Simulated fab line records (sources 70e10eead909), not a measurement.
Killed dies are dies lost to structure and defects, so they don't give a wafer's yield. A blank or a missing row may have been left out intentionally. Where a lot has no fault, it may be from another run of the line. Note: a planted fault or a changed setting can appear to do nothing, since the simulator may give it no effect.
Which tool did it? + flow nand_harc + at 1 step of a route of 1302, 12 lots with 36 wafers sampled

WHAT EACH GAUGE READ, for each wafer
NHARC_P_M0_THK_MEAS_24: measures by xrf.
| lot  | measured     | on            | thk_nm (nm)       |
|------|--------------|---------------|-------------------|
| L075 | day 6 15:53  | film_metro-02 | 116.7 119.0 117.6 |
| L077 | day 7 10:00  | film_metro-01 | 117.0 116.7 116.0 |
| L079 | day 8 10:08  | film_metro-02 | 119.0 118.0 121.2 |
| L081 | day 9 00:30  | film_metro-01 | 115.9 116.1 117.6 |
| L083 | day 10 00:25 | film_metro-01 | 117.9 118.0 119.1 |
| L086 | day 10 20:01 | film_metro-02 | 116.0 118.5 118.7 |
| L087 | day 11 18:04 | film_metro-01 | 118.0 117.4 120.8 |
| L088 | day 12 12:39 | film_metro-02 | 117.6 118.6 115.8 |
| L091 | day 13 02:54 | film_metro-01 | 116.0 118.3 115.1 |
| L093 | day 14 04:46 | film_metro-02 | 118.0 117.6 117.9 |
| L095 | day 14 16:32 | film_metro-01 | 117.5 118.6 119.1 |
| L097 | day 15 13:49 | film_metro-02 | 118.9 114.4 118.9 |

WHICH TOOL RAN EACH LOT (tool, then ch and the chambers of the sampled wafers, then the start)
The record shows no process step preceding these readings.

THE ANSWER, worked out from the rows above alone
Rule: what is usual is taken from the lots themselves. The widest of any qualifying gaps counts: lots, ordered by their means at a reading, are off when they make up no more than a third of the lots, leave a main group of 4 or more, and stand apart from it by 3 or more times the standard deviation of that group's means. The tables above print the reading to a certain number of digits; a main group whose means all agree to those digits is not used. A lot without any number at a reading at which 4 lots or more have one is off too. Any other lot the step has rows for is counted as sound.
No lot is off at any reading shown: from this, nothing can be told.

WHAT THE SIMULATOR PUT IN
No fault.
